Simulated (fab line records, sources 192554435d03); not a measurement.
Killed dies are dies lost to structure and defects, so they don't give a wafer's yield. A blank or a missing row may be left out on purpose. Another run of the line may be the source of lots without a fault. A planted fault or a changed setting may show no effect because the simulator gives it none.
Chamber matching	flow n5_finfet	rie_diel-03 running N5_BEOL_M5_DESCUM_33: 4 sister chambers
The step chemistry O2, time 7 s. 16 wafers are shown with their chamber, then 8 later ones without.

== WAFERS WITH THEIR CHAMBER ==
wafer	chamber	throttle_valve_pct (%)	showerhead_plenum_p_Torr (Torr)	drypump_motor_current_A (A)
L076.1	0	20.26	2.07	5.54
L076.5	2	20.93	2.09	5.28
L076.6	3	20.72	2.07	5.70
L079.3	1	20.14	1.92	5.26
L079.4	0	20.27	2.07	5.58
L079.6	1	20.15	1.92	5.24
L080.1	0	20.28	2.07	5.59
L080.2	1	20.18	1.92	5.21
L080.6	1	20.14	1.92	5.24
L081.1	0	20.27	2.07	5.55
L081.3	1	20.15	1.92	5.20
L081.6	1	20.15	1.92	5.20
L083.1	0	20.31	2.06	5.57
L083.3	2	20.95	2.08	5.34
L083.5	1	20.18	1.91	5.24
L088.1	1	20.18	1.91	5.20

SIGNATURES (averages over the wafers above)
reading	chamber 0	chamber 1	chamber 2	chamber 3	scatter within a chamber
throttle_valve_pct	20.2780	20.1587	20.9400	20.7200	0.0182
showerhead_plenum_p_Torr	2.0680	1.9175	2.0850	2.0700	0.00483
drypump_motor_current_A	5.5660	5.2237	5.3100	5.7000	0.025
Rule: a wafer lies at a distance from a chamber equal to the root of the sum of squares, over the readings, of (its reading less the chamber's mean, divided by the reading's scatter). The wafer belongs to the nearest chamber; if the next one is less than 2 further off, it can't be placed. How the scatter is found: for the shown wafers, subtract from each reading the mean of its chamber, square and add these, divide the total by (wafers less chambers), then take the root.

== WAFERS WHOSE CHAMBER IS MISSING ==
wafer	throttle_valve_pct (%)	showerhead_plenum_p_Torr (Torr)	drypump_motor_current_A (A)
L088.2	20.30	2.06	5.56
L088.5	20.29	2.06	5.54
L087.1	20.19	1.91	5.22
L087.5	20.18	1.91	5.20
L087.6	20.30	2.06	5.60
L096.1	20.42	2.06	5.69
L096.2	20.20	1.91	5.23
L096.3	20.99	2.07	5.30

== EACH ONE'S CHAMBER ==
wafer	from the rows above	in truth
L088.2	0	0
L088.5	0	0
L087.1	1	1
L087.5	1	1
L087.6	0	0
L096.1	0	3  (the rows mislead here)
L096.2	1	1
L096.3	2	2
Correctly placed: 7 of 8. Can't be placed from these rows: 0. 1 placed wrongly.
